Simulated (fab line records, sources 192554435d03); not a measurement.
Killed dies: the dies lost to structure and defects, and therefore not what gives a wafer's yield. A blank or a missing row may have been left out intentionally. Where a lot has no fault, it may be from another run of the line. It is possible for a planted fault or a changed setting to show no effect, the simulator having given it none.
fab line records | flow n5_finfet
[record] lots = 7 | wafers = 21 | last_day = 17
route steps=1938 shown BEOL_M0@750 BEOL_M1@751
lots that met no fault: taken from a fault-free run of the same line
start_h: the number of hours between the record's first day and the start of the first shown wafer of the lot | wait_h: hours from the lot's prior step to this one | " repeats the value in the row above | L1.1+2: a row that stands for several wafers | - either no value or no given start | * or withheld: withheld | < > ~ a bound
route shown NAME@n: a module of which the file shows steps, and the number in the route of the first | usual: mean/standard deviation of fault-free wafers | same: alike in all rows | chamber/n: place in a boat | sites: each site's reading | _std_site: how widely they spread, as a standard deviation | _edge_site: the outer-site mean with the inner-site mean subtracted | radius_mm: how far each site lies from the wafer's centre | mask NAME#n: copy n | behind: the last tool/chamber to shape the wafer | hold: why the lot was held/for how many hours/how that ended | device: the transistor (n, p or np) that didn't switch | end of line: tests run on the same wafers once the route is complete | a step with no rows: only its recipe | killed: dies that structure and defects cost at the first sort, which is not the same as the wafer's yield | map: per-die view of a wafer (x killed, . not killed, _ where there is no die)
set.NAME: the run value of the setting; set.NAME@STEP: its run value at that earlier step | model.NAME: the simulator's own value behind a step, which no gauge read
lots at selected steps of the route; one table per step, one row per wafer
services: a tool's chamber out of use, with start hour (start_h, from the record's first day; less than 0 if before it), hours out, and reason
[[steps]]
[step N5_BEOL_M0_INSPECT_127]
[recipe] inspect_instrument = darkfield | mode = post_dep
[usual] raw_defect_count = 70/22
lot.wafer | tool              | chamber | start_h | wait_h | raw_defect_count
L738.1    | defect_inspect-01 | -       | 136.08  | 0.0    | 56
L738.2    | "                 | -       | "       | "      | 69
L738.3    | "                 | -       | "       | "      | 79
L742.1    | defect_inspect-01 | -       | 148.18  | 0.0    | 45
L742.2    | "                 | -       | "       | "      | 53
L742.6    | "                 | -       | "       | "      | 78
L741.3    | defect_inspect-02 | -       | 148.41  | 0.0    | 94
L741.4    | "                 | -       | "       | "      | 64
L741.5    | "                 | -       | "       | "      | 83
L751.2    | defect_inspect-02 | -       | 209.90  | 0.0    | 79
L751.4    | "                 | -       | "       | "      | 101
L751.6    | "                 | -       | "       | "      | 83
L754.2    | defect_inspect-01 | -       | 222.55  | 0.0    | 42
L754.5    | "                 | -       | "       | "      | 49
L754.6    | "                 | -       | "       | "      | 40
L756.1    | defect_inspect-02 | -       | 259.10  | 0.0    | 87
L756.2    | "                 | -       | "       | "      | 51
L756.3    | "                 | -       | "       | "      | 61
L758.3    | defect_inspect-02 | -       | 264.72  | 0.0    | 51
L758.5    | "                 | -       | "       | "      | 45
L758.6    | "                 | -       | "       | "      | 97
[step N5_BEOL_M1_ILD_DEP_00]
[recipe] material = SiOC | target_thk_a = 790 | temp_c = 350 | precursor = DEMS/O2 | pressure_torr = 5 | rf_w = 500 | time_s = 15.3
[usual] chamber_pressure_Torr = 5.001/0.01 | heater_power_w = 459/60 | showerhead_plenum_p_Torr = 5.694/0.014 | showerhead_vpp_V = 1371/86 | throttle_valve_pct = 12.1/0.84
lot.wafer | tool     | chamber | start_h | wait_h | chamber_pressure_Torr | heater_power_w | showerhead_plenum_p_Torr | showerhead_vpp_V | throttle_valve_pct
L738.1    | pecvd-04 | 0       | 136.11  | 0.0    | 5.009                 | 403            | 5.684                    | 1212             | 11.3
L738.2    | "        | 1       | "       | "      | 5.000                 | 463            | 5.678                    | 1343             | 11.6
L738.3    | "        | 2       | "       | "      | 5.022                 | 461            | 5.712                    | 1405             | 12.6
L742.1    | pecvd-04 | 2       | 148.22  | 0.0    | 5.024                 | 498            | 5.702                    | 1395             | 12.8
L742.2    | "        | 0       | "       | "      | 4.995                 | 352            | 5.683                    | 1228             | 11.2
L742.6    | "        | 0       | "       | "      | 5.003                 | 355            | 5.705                    | 1225             | 11.1
L741.3    | pecvd-03 | 1       | 148.45  | 0.0    | 5.006                 | 531            | 5.696                    | 1477             | 13.1
L741.4    | "        | 0       | "       | "      | 4.997                 | 347            | 5.687                    | 1381             | 12.1
L741.5    | "        | 2       | "       | "      | 5.005                 | 519            | 5.688                    | 1268             | 11.4
L751.2    | pecvd-02 | 0       | 209.94  | 0.0    | 5.010                 | 529            | 5.725                    | 1505             | 12.6
L751.4    | "        | 0       | "       | "      | 4.995                 | 528            | 5.717                    | 1512             | 12.4
L751.6    | "        | 2       | "       | "      | 4.996                 | 520            | 5.675                    | 1368             | 11.5
L754.2    | pecvd-03 | 1       | 222.59  | 0.0    | 5.019                 | 544            | 5.712                    | 1484             | 13.3
L754.5    | "        | 1       | "       | "      | 4.998                 | 536            | 5.705                    | 1462             | 13.4
L754.6    | "        | 2       | "       | "      | 5.006                 | 496            | 5.693                    | 1288             | 11.0
L756.1    | pecvd-03 | 1       | 259.13  | 0.0    | 5.003                 | 599            | 5.693                    | 1470             | 13.4
L756.2    | "        | 2       | "       | "      | 5.018                 | 463            | 5.686                    | 1287             | 11.3
L756.3    | "        | 0       | "       | "      | 5.002                 | 412            | 5.679                    | 1408             | 12.1
L758.3    | pecvd-03 | 0       | 264.76  | 0.0    | 5.001                 | 415            | 5.693                    | 1386             | 12.4
L758.5    | "        | 2       | "       | "      | 4.994                 | 500            | 5.677                    | 1287             | 11.3
L758.6    | "        | 0       | "       | "      | 4.993                 | 411            | 5.674                    | 1379             | 11.9
[step N5_BEOL_M1_THK_MEAS_01]
[recipe] reads = SiOC_of_BEOL_M1_ILD_DEP_00
[usual] M1_ILD_THK = 78.9/1
lot.wafer | tool          | chamber | start_h | wait_h | M1_ILD_THK[nm]
L738.1    | film_metro-02 | -       | 136.18  | 0.0    | 79.6
L738.2    | "             | -       | "       | "      | 78.3
L738.3    | "             | -       | "       | "      | 79.1
L742.1    | film_metro-01 | -       | 148.30  | 0.1    | 78.5
L742.2    | "             | -       | "       | "      | 78.6
L742.6    | "             | -       | "       | "      | 80.2
L741.3    | film_metro-01 | -       | 148.52  | 0.1    | 78.8
L741.4    | "             | -       | "       | "      | 79.9
L741.5    | "             | -       | "       | "      | 78.2
L751.2    | film_metro-01 | -       | 210.01  | 0.1    | 77.2
L751.4    | "             | -       | "       | "      | 79.0
L751.6    | "             | -       | "       | "      | 79.0
L754.2    | film_metro-02 | -       | 222.66  | 0.1    | 78.6
L754.5    | "             | -       | "       | "      | 79.5
L754.6    | "             | -       | "       | "      | 79.4
L756.1    | film_metro-02 | -       | 259.20  | 0.0    | 78.3
L756.2    | "             | -       | "       | "      | 77.9
L756.3    | "             | -       | "       | "      | 78.5
L758.3    | film_metro-01 | -       | 264.82  | 0.1    | 77.6
L758.5    | "             | -       | "       | "      | 78.5
L758.6    | "             | -       | "       | "      | 79.0
[step N5_BEOL_M1_PECVD_72]
[recipe] material = SiO2 | target_thk_a = 160 | temp_c = 400 | precursor = TEOS/O2 | pressure_torr = 5.5 | rf_w = 450 | teos_flow_sccm = 53.8 | gas = O2 | flow_sccm = 3000 | time_s = 18
[usual] chamber_pressure_Torr = 5.501/0.013 | heater_power_w = 697/74 | showerhead_plenum_p_Torr = 8.78/0.052 | showerhead_vpp_V = 1314/81 | throttle_valve_pct = 22.8/1.5
lot.wafer | tool     | chamber | start_h | wait_h | chamber_pressure_Torr | heater_power_w | showerhead_plenum_p_Torr | showerhead_vpp_V | throttle_valve_pct
L738.1    | pecvd-02 | 1       | 136.22  | 0.0    | 5.503                 | 641            | 8.76                     | 1283             | 24.6
L738.2    | "        | 0       | "       | "      | 5.500                 | 784            | 8.86                     | 1409             | 23.5
L738.3    | "        | 2       | "       | "      | 5.504                 | 716            | 8.76                     | 1273             | 20.9
L742.1    | pecvd-03 | 0       | 148.34  | 0.0    | 5.500                 | 553            | 8.80                     | 1320             | 22.6
L742.2    | "        | 1       | "       | "      | 5.496                 | 769            | 8.82                     | 1405             | 25.1
L742.6    | "        | 2       | "       | "      | 5.479                 | 661            | 8.74                     | 1220             | 21.2
L741.3    | pecvd-02 | 2       | 148.55  | 0.0    | 5.505                 | 651            | 8.78                     | 1301             | 20.9
L741.4    | "        | 2       | "       | "      | 5.505                 | 671            | 8.78                     | 1293             | 20.9
L741.5    | "        | 0       | "       | "      | 5.499                 | 684            | 8.89                     | 1431             | 23.4
L751.2    | pecvd-02 | 2       | 210.04  | 0.0    | 5.487                 | 691            | 8.77                     | 1288             | 21.3
L751.4    | "        | 0       | "       | "      | 5.484                 | 778            | 8.86                     | 1442             | 23.2
L751.6    | "        | 1       | "       | "      | 5.491                 | 676            | 8.74                     | 1300             | 24.7
L754.2    | pecvd-02 | 0       | 222.69  | 0.0    | 5.516                 | 791            | 8.87                     | 1419             | 23.6
L754.5    | "        | 1       | "       | "      | 5.493                 | 682            | 8.74                     | 1294             | 24.7
L754.6    | "        | 0       | "       | "      | 5.514                 | 808            | 8.89                     | 1422             | 23.5
L756.1    | pecvd-02 | 2       | 259.24  | 0.0    | 5.515                 | 730            | 8.79                     | 1292             | 21.4
L756.2    | "        | 0       | "       | "      | 5.508                 | 759            | 8.88                     | 1438             | 23.5
L756.3    | "        | 1       | "       | "      | 5.487                 | 684            | 8.78                     | 1304             | 24.8
L758.3    | pecvd-02 | 2       | 264.86  | 0.0    | 5.491                 | 702            | 8.77                     | 1291             | 21.1
L758.5    | "        | 1       | "       | "      | 5.501                 | 636            | 8.76                     | 1313             | 24.7
L758.6    | "        | 2       | "       | "      | 5.509                 | 684            | 8.78                     | 1293             | 21.5
[step N5_BEOL_M1_HM_DEP_02]
[recipe] material = TiN | target_thk_a = 200 | temp_c = 25 | chamber_pressure_pa = 0.49996
[usual] chamber_pressure_pa = 0.5001/0.00097 | substrate_temp_c = 24.99/0.12 | throttle_valve_pct = 30.2/1.1
lot.wafer | tool           | chamber | start_h | wait_h | chamber_pressure_pa | substrate_temp_c | throttle_valve_pct
L738.1    | pvd_sputter-01 | -       | 137.21  | 1.0    | 0.4993              | 25.08            | 29.5
L738.2    | "              | -       | "       | "      | 0.5009              | 24.88            | 30.9
L738.3    | "              | -       | "       | "      | 0.4984              | 24.87            | 29.0
L742.1    | pvd_sputter-03 | -       | 148.41  | 0.1    | 0.5003              | 25.18            | 31.3
L742.2    | "              | -       | "       | "      | 0.5005              | 25.20            | 29.0
L742.6    | "              | -       | "       | "      | 0.5005              | 25.21            | 31.5
L741.3    | pvd_sputter-02 | -       | 149.17  | 0.6    | 0.4997              | 24.84            | 31.1
L741.4    | "              | -       | "       | "      | 0.4990              | 25.06            | 29.5
L741.5    | "              | -       | "       | "      | 0.4985              | 24.98            | 31.1
L751.2    | pvd_sputter-03 | -       | 211.67  | 1.6    | 0.5008              | 25.33            | 28.8
L751.4    | "              | -       | "       | "      | 0.4991              | 25.03            | 31.4
L751.6    | "              | -       | "       | "      | 0.5002              | 25.11            | 28.8
L754.2    | pvd_sputter-01 | -       | 223.35  | 0.6    | 0.5006              | 24.77            | 29.6
L754.5    | "              | -       | "       | "      | 0.5003              | 24.89            | 31.3
L754.6    | "              | -       | "       | "      | 0.5002              | 24.83            | 28.8
L756.1    | pvd_sputter-03 | -       | 260.89  | 1.6    | 0.5013              | 24.86            | 28.7
L756.2    | "              | -       | "       | "      | 0.5003              | 25.11            | 31.3
L756.3    | "              | -       | "       | "      | 0.4999              | 25.14            | 31.6
L758.3    | pvd_sputter-01 | -       | 265.39  | 0.5    | 0.4982              | 25.02            | 29.4
L758.5    | "              | -       | "       | "      | 0.4988              | 24.92            | 28.9
L758.6    | "              | -       | "       | "      | 0.5008              | 25.03            | 28.7
[step N5_BEOL_M1_COAT_61]
[recipe] resist = SOC | temp_c = 250 | time_s = 60 | spin_rpm = 1500 | resist_thk_nm = 60
[step N5_BEOL_M1_COAT_62]
[recipe] resist = SiARC | temp_c = 220 | time_s = 60 | spin_rpm = 1500 | resist_thk_nm = 12
[step N5_BEOL_M1_COAT_73]
[recipe] resist = underlayer | temp_c = 205 | time_s = 60 | spin_rpm = 1500 | resist_thk_nm = 5
[step N5_BEOL_M1_COAT_05]
[recipe] resist = CAR-EUV | spin_rpm = 1500 | resist_thk_nm = 30
[step N5_BEOL_M1_EBR_07]
[recipe] solvent = PGMEA | ebr_width_mm = 1.5
[step N5_BEOL_M1_SOFTBAKE_06]
[recipe] temp_c = 110 | time_s = 60 | resist = CAR-EUV
[step N5_BEOL_M1_EXPOSE_08]
[recipe] mask_id = M1 | na = 0.33 | source_shape = dipole | sigma_inner = 0.369 | sigma_outer = 0.767 | polarization = unpolarized | dose_mj = 33
[step N5_BEOL_M1_PEB_09]
[recipe] peb_temp_c = 100 | peb_time_s = 60 | resist = CAR-EUV
[usual] chill_plate_temp_C = 23.01/0.1 | exhaust_pa = 44.9/0.91
lot.wafer | tool           | chamber | start_h | wait_h | chill_plate_temp_C | exhaust_pa
L738.1    | litho_track-03 | -       | 137.66  | 0.1    | -                  | -
L738.2    | "              | -       | "       | "      | -                  | -
L738.3    | "              | -       | "       | "      | -                  | -
L742.1    | litho_track-05 | -       | 148.75  | 0.1    | -                  | -
L742.2    | "              | -       | "       | "      | -                  | -
L742.6    | "              | -       | "       | "      | -                  | -
L741.3    | litho_track-05 | -       | 149.50  | 0.0    | -                  | -
L741.4    | "              | -       | "       | "      | -                  | -
L741.5    | "              | -       | "       | "      | -                  | -
L751.2    | litho_track-04 | 0       | 212.12  | 0.0    | 22.89              | 44.0
L751.4    | "              | 0       | "       | "      | 22.95              | 46.3
L751.6    | "              | 0       | "       | "      | 23.04              | 45.5
L754.2    | litho_track-03 | 0       | 223.67  | 0.0    | 23.08              | 45.4
L754.5    | "              | 0       | "       | "      | 23.10              | 44.8
L754.6    | "              | 0       | "       | "      | 23.08              | 44.8
L756.1    | litho_track-05 | 0       | 261.33  | 0.1    | 22.98              | 46.5
L756.2    | "              | 0       | "       | "      | 23.03              | 44.8
L756.3    | "              | 0       | "       | "      | 23.02              | 45.8
L758.3    | litho_track-05 | 0       | 265.71  | 0.0    | 23.05              | 44.8
L758.5    | "              | 0       | "       | "      | 23.07              | 44.6
L758.6    | "              | 0       | "       | "      | 23.08              | 44.1
[step N5_BEOL_M1_DEVELOP_10]
[recipe] develop_time_s = 30 | developer = TMAH | resist = CAR-EUV | rinse_liquid = surfactant_rinse | dry = air_spin | dev_temp_c = 23
[[services]]
tool           | chamber | start_h | hours | kind
pecvd-02       | 2       | 112.56  | 5.0   | scheduled_down
pecvd-03       | 1       | 121.03  | 2.1   | scheduled_down
pvd_sputter-01 | -       | 129.13  | 1.9   | repair
pvd_sputter-03 | -       | 135.52  | 1.7   | repair
litho_track-04 | -       | 137.72  | -     | consumable_replace:filter
pecvd-03       | 0       | 159.78  | 2.1   | scheduled_down
pecvd-02       | 1       | 165.01  | 5.5   | scheduled_down
pvd_sputter-03 | -       | 172.58  | 5.0   | repair
pecvd-02       | 2       | 183.09  | 2.1   | scheduled_down
pecvd-02       | 2       | 186.39  | 16.3  | repair
pecvd-04       | 2       | 202.38  | -     | clean
pecvd-04       | 2       | 202.38  | -     | consumable_replace:showerhead
pecvd-04       | 2       | 202.38  | 29.0  | scheduled_down
pecvd-04       | 2       | 202.38  | 29.0  | vent_cycle
pecvd-04       | -       | 206.89  | 0.8   | repair
litho_track-04 | -       | 245.20  | -     | consumable_replace:filter
pecvd-03       | -       | 252.74  | 1.0   | repair
pecvd-03       | 2       | 259.89  | -     | calibration
[[key]]
[first_sign] step = N5_BEOL_M1_PEB_09 | reading = tool_record | direction = missing
effect none on later readings
met_at N5_BEOL_M1_PEB_09
struck_wafers L738.1,L738.2,L738.3,L741.3,L741.4,L741.5,L742.1,L742.2,L742.6
later_rows_left_out L738.1,L738.2,L738.3,L741.3,L741.4,L741.5,L742.1,L742.2,L742.6
sort_left_out L738.1,L738.2,L738.3,L741.3,L741.4,L741.5,L742.1,L742.2,L742.6
[fault] kind = skipped_step_whole | tool = litho_track-03,litho_track-05 | chamber = - | onset_h = 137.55 | steps = N5_BEOL_M1_PEB_09 | scope = struck_lots_only
// sort_left_out: the simulated sort isn't trusted on such a fault, so these wafers' sort isn't shown, and their yield isn't known
// later_rows_left_out: the simulator's readings of these wafers behind a module that went badly wrong aren't trusted and aren't shown, but for the sort
